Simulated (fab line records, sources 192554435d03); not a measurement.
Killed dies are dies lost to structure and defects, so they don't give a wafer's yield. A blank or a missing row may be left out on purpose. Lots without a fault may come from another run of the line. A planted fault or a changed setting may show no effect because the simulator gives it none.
fab line records | flow n5_finfet | part 1 of 2: steps 1 to 20 of 30
record lots=5 wafers=15 last_day=19
route steps=1938 shown BEOL_M10@1494
lots that met no fault: from a run of the same line without faults
start_h: hours from the record's first day to the start of the lot's first wafer shown | wait_h: hours since the lot's step before | " the same as in the row above | L1.1+2: a row that stands for several wafers | - no value, or no start given | * or withheld: withheld | < > ~ a bound
route shown NAME@n: a module of which the file shows steps, and the number in the route of the first | usual: mean/standard deviation of fault-free wafers | same: alike in all rows | chamber/n: place in a boat | sites: the reading at each site | _std_site: their standard deviation | _edge_site: outer sites' mean less inner sites' | radius_mm: how far each site lies from the wafer's centre | mask NAME#n: copy n | behind: the tool/chamber that last shaped the wafer | hold: why the lot was held/for how many hours/how that ended | device: the transistor (n, p or np) that didn't switch | end of line: the same wafers' tests at the end of the route | a step without rows: its recipe alone | killed: dies lost to structure and defects at the first sort, not the wafer's yield | map: a wafer's dies, x killed, . not, _ none there
set.NAME: the setting as run; set.NAME@STEP: as run at that earlier step | model.NAME: the simulator's own value behind a step, which no gauge read
lots at some steps of the route; a table a step, a row a wafer
services: from which hour (start_h, from the record's first day; less than 0 if before it) a tool's chamber was out of use, for how many hours, and why
## steps
# step N5_BEOL_M10_COAT_63
# recipe resist=SOC temp_c=250 time_s=60 spin_rpm=1500 resist_thk_nm=100
# usual dispense_pressure_kPa=49/4.9
# columns lot.wafer tool chamber start_h wait_h dispense_pressure_kPa
L081.1 litho_track-05 0 283.92 0.0 57
L081.3 " 0 " " 57
L081.4 " 0 " " 57
L087.1 litho_track-03 0 339.28 1.0 46
L087.3 " 0 " " 46
L087.4 " 0 " " 46
L091.1 litho_track-03 0 400.96 1.4 46
L091.3 " 0 " " 46
L091.5 " 0 " " 46
L093.3 litho_track-04 0 401.99 2.5 47
L093.4 " 0 " " 47
L093.6 " 0 " " 47
L097.2 litho_track-03 0 409.33 2.5 46
L097.3 " 0 " " 46
L097.5 " 0 " " 46
# step N5_BEOL_M10_COAT_64
# recipe resist=SiARC temp_c=220 time_s=60 spin_rpm=1500 resist_thk_nm=30
# usual dispense_pressure_kPa=49/4.9
# columns lot.wafer tool chamber start_h wait_h dispense_pressure_kPa
L081.1 litho_track-05 0 - - 57
L081.3 " 0 " " 57
L081.4 " 0 " " 57
L087.1 litho_track-03 0 - - 46
L087.3 " 0 " " 46
L087.4 " 0 " " 46
L091.1 litho_track-03 0 - - 46
L091.3 " 0 " " 46
L091.5 " 0 " " 46
L093.3 litho_track-04 0 - - 47
L093.4 " 0 " " 47
L093.6 " 0 " " 47
L097.2 litho_track-03 0 - - 46
L097.3 " 0 " " 46
L097.5 " 0 " " 46
# step N5_BEOL_M10_COAT_22
# recipe resist=CAR-ArF spin_rpm=1500 resist_thk_nm=90
# usual dispense_pressure_kPa=49/4.9
# columns lot.wafer tool chamber start_h wait_h dispense_pressure_kPa
L081.1 litho_track-05 0 - - 57
L081.3 " 0 " " 57
L081.4 " 0 " " 57
L087.1 litho_track-03 0 - - 46
L087.3 " 0 " " 46
L087.4 " 0 " " 46
L091.1 litho_track-03 0 - - 46
L091.3 " 0 " " 46
L091.5 " 0 " " 46
L093.3 litho_track-04 0 - - 47
L093.4 " 0 " " 47
L093.6 " 0 " " 47
L097.2 litho_track-03 0 - - 46
L097.3 " 0 " " 46
L097.5 " 0 " " 46
# step N5_BEOL_M10_EBR_24
# recipe solvent=PGMEA ebr_width_mm=1.5
# columns lot.wafer tool chamber start_h wait_h
L081.1+3+4 litho_track-05 0 - -
L087.1+3+4 litho_track-03 0 - -
L091.1+3+5 litho_track-03 0 - -
L093.3+4+6 litho_track-04 0 - -
L097.2+3+5 litho_track-03 0 - -
# step N5_BEOL_M10_SOFTBAKE_23
# recipe temp_c=110 time_s=60 resist=CAR-ArF
# columns lot.wafer tool chamber start_h wait_h
L081.1+3+4 litho_track-05 0 - -
L087.1+3+4 litho_track-03 0 - -
L091.1+3+5 litho_track-03 0 - -
L093.3+4+6 litho_track-04 0 - -
L097.2+3+5 litho_track-03 0 - -
# step N5_BEOL_M10_EXPOSE_25
# recipe mask_id=V9 na=1.35 source_shape=annular sigma_inner=0.5 sigma_outer=0.8 polarization=unpolarized dose_mj=85.5
# same sigma_inner=0.5 sigma_outer=0.8
# columns lot.wafer tool chamber start_h wait_h mask
L081.1+3+4 arfi_scanner-03 0 284.16 - V9#0
L087.1+3+4 arfi_scanner-01 0 339.39 - V9#0
L091.1+3+5 arfi_scanner-03 0 401.20 - V9#0
L093.3+4+6 arfi_scanner-01 0 402.25 - V9#0
L097.2+3+5 arfi_scanner-01 0 409.45 - V9#0
# step N5_BEOL_M10_PEB_26
# recipe peb_temp_c=withheld peb_time_s=60 resist=CAR-ArF
# columns lot.wafer tool chamber start_h wait_h
L081.1+3+4 litho_track-04 0 284.22 0.1
L087.1+3+4 litho_track-03 0 339.46 0.1
L091.1+3+5 litho_track-05 0 401.26 0.1
L093.3+4+6 litho_track-05 0 402.30 0.0
L097.2+3+5 litho_track-03 0 409.51 0.1
# step N5_BEOL_M10_DEVELOP_27
# recipe develop_time_s=30 developer=TMAH resist=CAR-ArF rinse_liquid=diw dry=air_spin dev_temp_c=23
# columns lot.wafer tool chamber start_h wait_h
L081.1+3+4 litho_track-04 0 - -
L087.1+3+4 litho_track-03 0 - -
L091.1+3+5 litho_track-05 0 - -
L093.3+4+6 litho_track-05 0 - -
L097.2+3+5 litho_track-03 0 - -
# step N5_BEOL_M10_CD_MEAS_28
# recipe target_cd_nm=70 landing_energy_ev=500 detector=se_inlens polarity=opening
# usual cd_nm=69.9/0.69
# same landing_energy_ev=500
# columns lot.wafer tool chamber start_h wait_h cd_nm
L081.1 cd_sem-01 0 284.29 - 69.9
L081.3 " 0 " " 70.2
L081.4 " 0 " " 70.2
L087.1 cd_sem-01 0 339.52 - 68.8
L087.3 " 0 " " 69.2
L087.4 " 0 " " 70.0
L091.1 cd_sem-03 0 401.33 - 71.0
L091.3 " 0 " " 70.4
L091.5 " 0 " " 70.6
L093.3 cd_sem-01 0 402.37 - 69.8
L093.4 " 0 " " 69.9
L093.6 " 0 " " 69.9
L097.2 cd_sem-02 0 409.58 - 68.6
L097.3 " 0 " " 69.5
L097.5 " 0 " " 67.9
# step N5_BEOL_M10_OVL_MEAS_29
# recipe points_per_wafer=44
# usual V9_OVL=0.0/0.8
# columns lot.wafer tool chamber start_h wait_h V9_OVL[nm]
L081.1 overlay-02 0 284.32 0.0 0.4
L081.3 " 0 " " 1.0
L081.4 " 0 " " 1.2
L087.1 overlay-02 0 339.56 0.0 -1.1
L087.3 " 0 " " -1.4
L087.4 " 0 " " 0.1
L091.1 overlay-02 0 401.36 0.0 -0.2
L091.3 " 0 " " 0.1
L091.5 " 0 " " 0.7
L093.3 overlay-01 0 402.40 0.0 -0.6
L093.4 " 0 " " -0.1
L093.6 " 0 " " -0.8
L097.2 overlay-01 0 409.61 0.0 1.6
L097.3 " 0 " " -0.2
L097.5 " 0 " " 0.0
# step N5_BEOL_M10_INSPECT_30
# recipe mode=adi inspect_instrument=brightfield
# usual raw_defect_count=384/84
# columns lot.wafer tool chamber start_h wait_h raw_defect_count
L081.1 defect_inspect-02 - 284.35 0.0 422
L081.3 " - " " 502
L081.4 " - " " 374
L087.1 defect_inspect-01 - 339.58 0.0 433
L087.3 " - " " 499
L087.4 " - " " 402
L091.1 defect_inspect-01 - 401.39 0.0 287
L091.3 " - " " 308
L091.5 " - " " 268
L093.3 defect_inspect-01 - 402.42 0.0 385
L093.4 " - " " 460
L093.6 " - " " 501
L097.2 defect_inspect-01 - 409.63 0.0 358
L097.3 " - " " 424
L097.5 " - " " 301
# step N5_BEOL_M10_DESCUM_33
# recipe chemistry=O2 time_s=7.9 source_power_w=50 bias_power_w=20 pressure_mtorr=20 rf_frequency_hz=2.712e+07 temp_c=40 resist=CAR-ArF o2_flow_sccm=225
# usual drypump_motor_current_A=5.51/0.21 o2_flow_sccm=224.9/0.68 oes_product_au=0.78/0.088 rf_vpp_V=242.9/1.4 showerhead_plenum_p_Torr=2.08/0.076 throttle_valve_pct=20.39/0.25
# columns lot.wafer tool chamber start_h wait_h drypump_motor_current_A o2_flow_sccm oes_product_au rf_hours_counter_h rf_vpp_V showerhead_plenum_p_Torr throttle_valve_pct
L081.1 rie_diel-03 2 284.38 0.0 5.60 225.1 0.72 179 240.8 1.90 20.42
L081.3 " 1 " " 5.44 225.2 0.85 75 244.6 2.11 20.04
L081.4 " 3 " " 5.28 224.2 0.83 80 243.1 2.12 20.72
L087.1 rie_diel-03 3 339.61 0.0 5.31 225.5 0.79 103 243.3 2.11 20.76
L087.3 " 1 " " 5.43 225.0 0.81 95 243.3 2.10 20.08
L087.4 " 0 " " 5.45 225.6 0.69 211 243.2 2.08 20.47
L091.1 rie_diel-06 2 401.42 0.0 5.27 223.8 1.00 4 243.3 2.06 19.95
L091.3 " 0 " " 5.53 225.7 0.94 10 246.1 2.23 20.35
L091.5 " 2 " " 5.26 224.8 1.00 - 242.1 2.06 19.96
L093.3 rie_diel-06 0 402.45 0.0 5.52 224.3 0.94 10 244.7 2.23 20.36
L093.4 " 3 " " 5.29 225.0 0.72 205 244.0 2.08 20.68
L093.6 " 2 " " 5.29 224.6 0.99 - 244.7 2.06 19.96
L097.2 rie_diel-03 3 409.66 0.0 5.30 225.8 0.77 122 241.7 2.10 20.80
L097.3 " 2 " " 5.61 225.0 0.69 222 239.4 1.89 20.50
L097.5 " 3 " " 5.34 224.5 0.77 - 244.5 2.10 20.79
# step N5_BEOL_M10_ETCH_65
# recipe chemistry=CF4 target=SiARC target_depth_a=390 mask_material=CAR-ArF time_s=65 ion_energy_ev=80 pressure_mtorr=40 source_w=545 bias_w=36 Ar_flow_sccm=100 cf4_flow_sccm=100 ends=cleared
# usual drypump_motor_current_A=5.51/0.21 etch_rf_on_time_s=65.5/1.1 oes_product_au=0.66/0.074 rf_vpp_V=183.9/1.2 showerhead_plenum_p_Torr=2.13/0.069 throttle_valve_pct=15.60/0.24
# columns lot.wafer tool chamber start_h wait_h drypump_motor_current_A etch_rf_on_time_s oes_product_au rf_hours_counter_h rf_vpp_V showerhead_plenum_p_Torr throttle_valve_pct
L081.1 rie_diel-03 2 284.41 0.0 5.60 66.1 0.61 179 182.6 1.97 15.76
L081.3 " 1 " " 5.43 64.7 0.71 75 185.5 2.16 15.25
L081.4 " 3 " " 5.29 64.9 0.70 80 183.9 2.16 15.84
L087.1 rie_diel-03 3 339.65 0.0 5.26 64.8 0.68 103 185.1 2.15 15.87
L087.3 " 1 " " 5.41 64.6 0.70 95 185.4 2.16 15.27
L087.4 " 0 " " 5.44 65.5 0.60 211 184.9 2.12 15.71
L091.1 rie_diel-06 2 401.46 0.0 5.28 63.6 0.86 4 184.3 2.11 15.09
L091.3 " 0 " " 5.53 64.8 0.80 10 186.0 2.27 15.46
L091.5 " 2 " " 5.27 63.7 0.86 - 184.1 2.11 15.09
L093.3 rie_diel-06 0 402.49 0.0 5.51 65.9 0.80 10 185.4 2.27 15.44
L093.4 " 3 " " 5.29 66.0 0.62 205 185.3 2.12 15.84
L093.6 " 2 " " 5.26 65.2 0.84 - 183.8 2.11 15.09
L097.2 rie_diel-03 3 409.70 0.0 5.30 64.7 0.66 122 184.1 2.15 15.92
L097.3 " 2 " " 5.60 66.1 0.58 222 182.1 1.96 15.82
L097.5 " 3 " " 5.26 64.8 0.66 - 184.0 2.15 15.91
# step N5_BEOL_M10_ETCH_66
# recipe chemistry=N2/H2 target=SOC target_depth_a=1200 overetch_a=240 mask_material=SiARC temp_c=40 time_s=180 ion_energy_ev=200 pressure_mtorr=30 source_w=840 bias_w=150 n2_flow_sccm=200 h2_flow_sccm=200
# usual drypump_motor_current_A=5.52/0.21 oes_product_au=0.63/0.067 rf_vpp_V=523.4/2.6 showerhead_plenum_p_Torr=2.52/0.087 throttle_valve_pct=17.78/0.22
# columns lot.wafer tool chamber start_h wait_h drypump_motor_current_A oes_product_au rf_hours_counter_h rf_vpp_V showerhead_plenum_p_Torr throttle_valve_pct
L081.1 rie_diel-03 2 284.46 0.0 5.61 0.59 179 518.2 2.32 17.87
L081.3 " 1 " " 5.45 0.68 75 525.9 2.56 17.48
L081.4 " 3 " " 5.28 0.66 80 524.7 2.57 18.01
L087.1 rie_diel-03 3 339.70 0.0 5.26 0.64 103 522.8 2.56 18.05
L087.3 " 1 " " 5.45 0.66 95 525.9 2.55 17.52
L087.4 " 0 " " 5.46 0.56 211 522.8 2.52 17.83
L091.1 rie_diel-06 2 401.51 0.0 5.30 0.80 4 522.4 2.50 17.32
L091.3 " 0 " " 5.53 0.76 10 528.7 2.70 17.65
L091.5 " 2 " " 5.30 0.81 - 522.5 2.50 17.31
L093.3 rie_diel-06 0 402.54 0.0 5.55 0.76 10 527.3 2.70 17.65
L093.4 " 3 " " 5.32 0.58 205 523.2 2.52 18.11
L093.6 " 2 " " 5.28 0.80 - 523.5 2.50 17.30
L097.2 rie_diel-03 3 409.75 0.0 5.32 0.63 122 523.8 2.55 18.10
L097.3 " 2 " " 5.60 0.57 222 515.9 2.31 17.95
L097.5 " 3 " " 5.30 0.63 - 524.2 2.55 18.08
# step N5_BEOL_M10_STRIP_69
# recipe chemistry=N2/H2 temp_c=40 n2_flow_sccm=200 h2_flow_sccm=200 rf_frequency_hz=6e+07
# columns lot.wafer tool chamber start_h wait_h
L081.1+3+4 rie_diel-03 2,1,3 284.58 0.1
L087.1+3+4 rie_diel-03 3,1,0 339.81 0.1
L091.1+3+5 rie_diel-06 2,0,2 401.62 0.1
L093.3+4+6 rie_diel-06 0,3,2 402.65 0.1
L097.2+3+5 rie_diel-03 3,2,3 409.86 0.1
# step N5_BEOL_M10_VIA_ETCH_34
# recipe chemistry=C4F6/O2 target=SiCOH_lowk target_depth_a=1845 mask_material=SOC taper_deg=4 time_s=69.2 ion_energy_ev=250 pressure_mtorr=30 source_w=345 bias_w=185 Ar_flow_sccm=300 C4F6_flow_sccm=10 O2_flow_sccm=10
# usual drypump_motor_current_A=5.51/0.21 oes_o_777_au=0.77/0.085 oes_product_au=0.77/0.087 rf_vpp_V=668/5.4 showerhead_plenum_p_Torr=2.83/0.093 throttle_valve_pct=20.87/0.23
# columns lot.wafer tool chamber start_h wait_h drypump_motor_current_A oes_o_777_au oes_product_au rf_hours_counter_h rf_vpp_V showerhead_plenum_p_Torr throttle_valve_pct
L081.1 rie_diel-03 2 284.59 0.0 5.60 0.71 0.73 179 657 2.62 20.99
L081.3 " 1 " " 5.43 0.83 0.84 75 675 2.87 20.55
L081.4 " 3 " " 5.28 0.81 0.82 80 666 2.87 21.16
L087.1 rie_diel-03 3 339.82 0.0 5.28 0.78 0.79 104 667 2.86 21.17
L087.3 " 1 " " 5.45 0.81 0.81 95 672 2.86 20.57
L087.4 " 0 " " 5.44 0.70 0.69 211 665 2.82 20.94
L091.1 rie_diel-06 2 401.63 0.0 5.27 1.00 0.99 4 673 2.80 20.41
L091.3 " 0 " " 5.51 0.92 0.94 10 675 3.03 20.84
L091.5 " 2 " " 5.28 1.00 1.00 - 673 2.80 20.41
L093.3 rie_diel-06 0 402.66 0.0 5.54 0.92 0.94 10 675 3.03 20.86
L093.4 " 3 " " 5.34 0.74 0.73 205 670 2.83 21.12
L093.6 " 2 " " 5.27 1.00 1.00 - 672 2.80 20.44
L097.2 rie_diel-03 3 409.87 0.0 5.27 0.77 0.78 122 665 2.85 21.20
L097.3 " 2 " " 5.61 0.67 0.68 222 657 2.60 21.05
L097.5 " 3 " " 5.27 0.77 0.78 - 665 2.85 21.21
# step N5_BEOL_M10_STRIP_73
# recipe chemistry=C4F6/O2 resist=SiARC rf_frequency_hz=6e+07
# columns lot.wafer tool chamber start_h wait_h
L081.1+3+4 rie_diel-03 2,1,3 284.64 0.0
L087.1+3+4 rie_diel-03 3,1,0 339.87 0.0
L091.1+3+5 rie_diel-06 2,0,2 401.68 0.0
L093.3+4+6 rie_diel-06 0,3,2 402.71 0.0
L097.2+3+5 rie_diel-03 3,2,3 409.92 0.0
# step N5_BEOL_M10_STRIP_36
# recipe chemistry=N2/H2 power_w=450 temp_c=40 pressure_mtorr=20 rf_frequency_hz=6e+07 overash_fraction=0.3 bias_power_w=7 h2_frac=0.5 n2_flow_sccm=200 h2_flow_sccm=200
# usual drypump_motor_current_A=5.51/0.21 oes_product_au=0.78/0.089 rf_vpp_V=58.8/2.1 showerhead_plenum_p_Torr=2.52/0.087 throttle_valve_pct=23.58/0.22
# columns lot.wafer tool chamber start_h wait_h drypump_motor_current_A oes_product_au rf_hours_counter_h rf_vpp_V showerhead_plenum_p_Torr throttle_valve_pct
L081.1 rie_diel-03 2 284.65 0.0 5.62 0.73 179 56.9 2.32 23.60
L081.3 " 1 " " 5.44 0.84 75 60.2 2.56 23.34
L081.4 " 3 " " 5.26 0.83 80 56.7 2.56 23.87
L087.1 rie_diel-03 3 339.88 0.0 5.31 0.80 104 61.4 2.55 23.86
L087.3 " 1 " " 5.46 0.83 95 60.3 2.55 23.42
L087.4 " 0 " " 5.45 0.70 211 55.4 2.52 23.51
L091.1 rie_diel-06 2 401.69 0.0 5.23 1.01 4 56.0 2.49 23.19
L091.3 " 0 " " 5.55 0.96 10 59.0 2.70 23.54
L091.5 " 2 " " 5.24 1.00 - 59.6 2.49 23.13
L093.3 rie_diel-06 0 402.72 0.0 5.56 0.94 10 55.8 2.70 23.53
L093.4 " 3 " " 5.34 0.72 205 59.2 2.52 23.95
L093.6 " 2 " " 5.26 0.99 - 61.8 2.49 23.16
L097.2 rie_diel-03 3 409.93 0.0 5.29 0.78 122 57.9 2.54 23.93
L097.3 " 2 " " 5.60 0.70 222 55.0 2.30 23.59
L097.5 " 3 " " 5.31 0.78 - 60.7 2.54 23.87
# step N5_BEOL_M10_TRENCH_ETCH_37
# recipe chemistry=C4F6/O2 target_depth_a=1488.3 target=SiCOH_lowk time_s=48 ion_energy_ev=250 pressure_mtorr=30 source_w=345 bias_w=185 Ar_flow_sccm=300 C4F6_flow_sccm=10 O2_flow_sccm=10
# usual drypump_motor_current_A=5.51/0.21 oes_o_777_au=0.77/0.085 oes_product_au=0.77/0.087 rf_vpp_V=668/5.3 showerhead_plenum_p_Torr=2.83/0.093 throttle_valve_pct=20.90/0.23
# columns lot.wafer tool chamber start_h wait_h drypump_motor_current_A oes_o_777_au oes_product_au rf_hours_counter_h rf_vpp_V showerhead_plenum_p_Torr throttle_valve_pct
L081.1 rie_diel-03 2 - - 5.60 0.70 0.73 179 658 2.61 21.00
L081.3 " 1 " " 5.45 0.83 0.84 75 673 2.87 20.55
L081.4 " 3 " " 5.32 0.81 0.82 80 665 2.87 21.15
L087.1 rie_diel-03 3 - - 5.27 0.79 0.78 104 666 2.86 21.21
L087.3 " 1 " " 5.45 0.81 0.81 96 675 2.86 20.60
L087.4 " 0 " " 5.46 0.70 0.69 211 666 2.82 20.96
L091.1 rie_diel-06 2 - - 5.27 0.99 1.00 4 671 2.80 20.47
L091.3 " 0 " " 5.58 0.92 0.95 10 675 3.03 20.87
L091.5 " 2 " " 5.27 1.01 1.00 - 672 2.80 20.45
L093.3 rie_diel-06 0 - - 5.54 0.92 0.94 10 676 3.03 20.86
L093.4 " 3 " " 5.32 0.74 0.72 205 671 2.83 21.15
L093.6 " 2 " " 5.28 1.00 0.99 - 672 2.80 20.45
L097.2 rie_diel-03 3 - - 5.31 0.77 0.78 122 667 2.85 21.23
L097.3 " 2 " " 5.61 0.68 0.69 222 656 2.60 21.06
L097.5 " 3 " " 5.28 0.77 0.77 - 667 2.85 21.23
# step N5_BEOL_M10_ETCH_41
# recipe chemistry=CH3F/O2 target=SiCN target_depth_a=426 taper_deg=2 time_s=86 ion_energy_ev=120 mask_material=TiN pressure_mtorr=30 source_w=395 bias_w=75 Ar_flow_sccm=150 CH3F_flow_sccm=30 O2_flow_sccm=20
# usual drypump_motor_current_A=5.51/0.21 oes_product_au=0.78/0.087 rf_vpp_V=297.0/1.7 showerhead_plenum_p_Torr=1.98/0.07 throttle_valve_pct=16.30/0.23
# columns lot.wafer tool chamber start_h wait_h drypump_motor_current_A oes_product_au rf_hours_counter_h rf_vpp_V showerhead_plenum_p_Torr throttle_valve_pct
L081.1 rie_diel-03 2 - - 5.61 0.72 179 294.9 1.83 16.42
L081.3 " 1 " " 5.43 0.84 75 297.4 2.02 15.96
L081.4 " 3 " " 5.32 0.82 80 297.9 2.02 16.50
L087.1 rie_diel-03 3 - - 5.28 0.79 104 299.4 2.01 16.57
L087.3 " 1 " " 5.44 0.82 96 297.9 2.01 16.00
L087.4 " 0 " " 5.44 0.69 211 297.1 1.98 16.42
L091.1 rie_diel-06 2 - - 5.25 0.99 4 296.0 1.97 15.82
L091.3 " 0 " " 5.54 0.94 10 299.6 2.13 16.18
L091.5 " 2 " " 5.26 0.99 - 296.2 1.97 15.82
L093.3 rie_diel-06 0 - - 5.55 0.95 10 300.3 2.13 16.18
L093.4 " 3 " " 5.32 0.73 205 297.6 1.99 16.55
L093.6 " 2 " " 5.24 1.00 - 297.1 1.97 15.80
L097.2 rie_diel-03 3 - - 5.32 0.78 122 298.1 2.00 16.62
L097.3 " 2 " " 5.59 0.69 222 293.4 1.82 16.51
L097.5 " 3 " " 5.31 0.78 - 297.7 2.00 16.61
